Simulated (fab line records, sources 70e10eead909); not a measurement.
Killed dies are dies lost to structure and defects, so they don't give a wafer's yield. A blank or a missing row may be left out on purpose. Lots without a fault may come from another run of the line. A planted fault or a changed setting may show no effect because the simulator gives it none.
Chamber matching | flow nand_harc | NHARC_A_CONTACT_DESCUM_47 on rie_diel-02: 4 sister chambers
The step chemistry O2, time 3 s. 4 wafers are shown with their chamber, then 12 later ones without.

WAFERS WITH THEIR CHAMBER
wafer  | chamber | drypump_motor_current_A (A)
L083.6 | 1       | 5.3
L086.1 | 2       | 5.3
L086.2 | 0       | 4.7
L086.3 | 3       | 5.7

WAFERS WITHOUT THEIR CHAMBER
wafer  | drypump_motor_current_A (A)
L088.3 | 5.7
L088.5 | 5.7
L088.6 | 5.4
L092.1 | 4.7
L092.2 | 5.7
L092.4 | 5.3
L091.1 | 4.7
L091.3 | 5.3
L091.4 | 5.7
L096.1 | 4.7
L096.5 | 5.3
L096.6 | 4.7

WHICH CHAMBER EACH WENT THROUGH
wafer  | from the rows above     | in truth
L088.3 | 3                       | 3
L088.5 | 3                       | 3
L088.6 | can't be placed: 1 or 2 | 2
L092.1 | 0                       | 0
L092.2 | 3                       | 3
L092.4 | can't be placed: 1 or 2 | 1
L091.1 | 0                       | 0
L091.3 | can't be placed: 1 or 2 | 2
L091.4 | 3                       | 3
L096.1 | 0                       | 0
L096.5 | can't be placed: 1 or 2 | 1
L096.6 | 0                       | 0
Placed correctly: 8 of 12. Can't be placed from these rows: 4 (the true chamber is among the candidates in 4). Placed wrongly: 0.
How it was worked out, from the rows above alone: a wafer's distance from a chamber is the root of the sum, over the readings, of the square of ((its reading less the chamber's mean) divided by the reading's scatter). The wafer belongs to the nearest chamber; if the next one is less than 2 further off, it can't be placed. A chamber's mean is the mean of its shown wafers. The scatter: with one shown wafer a chamber, the root of the mean of the squares of how far each hidden wafer lies from its nearest shown one.
